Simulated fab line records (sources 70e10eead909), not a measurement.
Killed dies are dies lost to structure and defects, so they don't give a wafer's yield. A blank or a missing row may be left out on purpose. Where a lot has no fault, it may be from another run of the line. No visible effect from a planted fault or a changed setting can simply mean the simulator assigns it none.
Struck lot and sound lot, side by side    flow nand harc    16 steps out of a route of 1159
Sound: wafers L127.1, L127.2, L127.6. Struck: wafers L133.2, L133.4, L133.5. The cause is given at the end.
Each step with rows lists, per side, the tool, then ch with its chambers, then its first start. Under that, the readings that differ: sound wafers    struck wafers    difference of the means    sigmas: that difference in standard deviations of wafers without a fault.
alike: readings with means less than 2 such deviations apart, plus words and numbers identical on both sides. not compared: withheld readings, readings lacking a value on some wafer, bounds such as >300 that could conceal the same value, and numbers that have no deviation in the record and whose values overlap.
Wherever a step has rows on one side only, a row that says differs or no value, or a row with sigmas, the two part there. When numbers do not overlap yet have no deviation, they are printed without sigmas and do not part them. Lack of a reading on every wafer of one side parts them only where that side has two or more wafers.

first, 1 step without rows for these wafers: NHARC_A_BLC_ETCH_16 (etches the open film in CF4, target depth 39 nm, time 65 s).
NHARC_A_BLC_ETCH_17: etches the open film in N2/H2, target depth 390 nm, time 609.38 s.
  sound: rie diel-11 ch 0,1; struck: rie diel-01 ch 1,3
  alike: drypump motor current A, oes product au, rf fwd power W, rf vpp V, showerhead plenum p Torr, throttle valve pct
  not compared: rf hours counter h
NHARC_A_BLC_ETCH_18: etches the open film in C4F8/O2/Ar, target depth 910 nm.
  sound: rie diel-11 ch 0,2,3; struck: rie diel-01 ch 0,1,2
  alike: oes product au, rf fwd power W, rf vpp V
  not compared: rf hours counter h
NHARC_A_BLC_CD_MEAS_19:
  sound on cd sem-03, day 18 11:22; struck on cd sem-03, day 19 19:22
  alike: cd nm
then, 1 step without rows for these wafers: NHARC_A_BLC_STRIP_29 (strips in CF4).
NHARC_A_BLC_STRIP_21: strips in O2.
  sound on rie diel-01 ch 1,2, day 18 11:33; struck on rie diel-11 ch 0,1,3, day 19 19:33
  alike: drypump motor current A, oes product au, rf vpp V, showerhead plenum p Torr, throttle valve pct
  not compared: rf hours counter h
then, 4 steps without rows for these wafers: NHARC_A_BLC_STRIP_22 (strips in post etch residue remover, time 600 s); NHARC_A_BLC_DEGAS_30 (time 60 s); NHARC_A_BLC_PRE_CLEAN_31 (time 15 s); NHARC_A_BLC_PVD_32 (deposits Ti, target thk 5 nm, time 17.7 s).
NHARC_A_BLC_ALD_23: deposits TiN, target thk 3 nm, pulse time 1 s, ald cycles 150.
  sound on ald metal-03 ch 1,3, day 18 12:13; struck on ald metal-02 ch 1,3, day 19 20:14
  alike: heater power outer w, heater power w, precursor pulse height rel
NHARC_A_BLC_CVD_24: deposits W, target thk 150 nm, time 434 s.
  sound: cvd w-01 ch 0,1; struck: cvd w-02 ch 0,1
  alike: heater power outer w, heater power w, throttle valve pct
NHARC_A_BLC_CMP_25: polishes, t overpolish 30 s, target thk 150 nm.
  sound on cmp-02 ch 0,2, day 18 12:59; struck on cmp-01 ch 1,2,3, day 19 23:11
  no value came back on the struck wafers for edge zone pressure frac, motor current A (A), overpolish run s (s), time to endpoint s (s); on the sound wafers edge zone pressure frac reads 1.001 0.994 0.993
  not compared: pad life wafers
next, for these wafers, 1 step has no rows: NHARC_A_BLC_SRD_27.
NHARC_A_BLC_INSPECT_28:
  sound on defect inspect-01, day 18 13:22; struck on defect inspect-01, day 19 23:34
reading           sound        struck          difference  sigmas
raw defect count  421 298 408  6664 6752 6599  +6296       +63
NHARC_END_SORT_01:
  here the record holds rows for the struck wafers (prober-02 ch 0, day 21 16:16) but none for the sound ones

WHERE THEY PART
First at NHARC_A_BLC_CMP_25; last, within this record, at NHARC_END_SORT_01.

WHY: what the simulator had put in
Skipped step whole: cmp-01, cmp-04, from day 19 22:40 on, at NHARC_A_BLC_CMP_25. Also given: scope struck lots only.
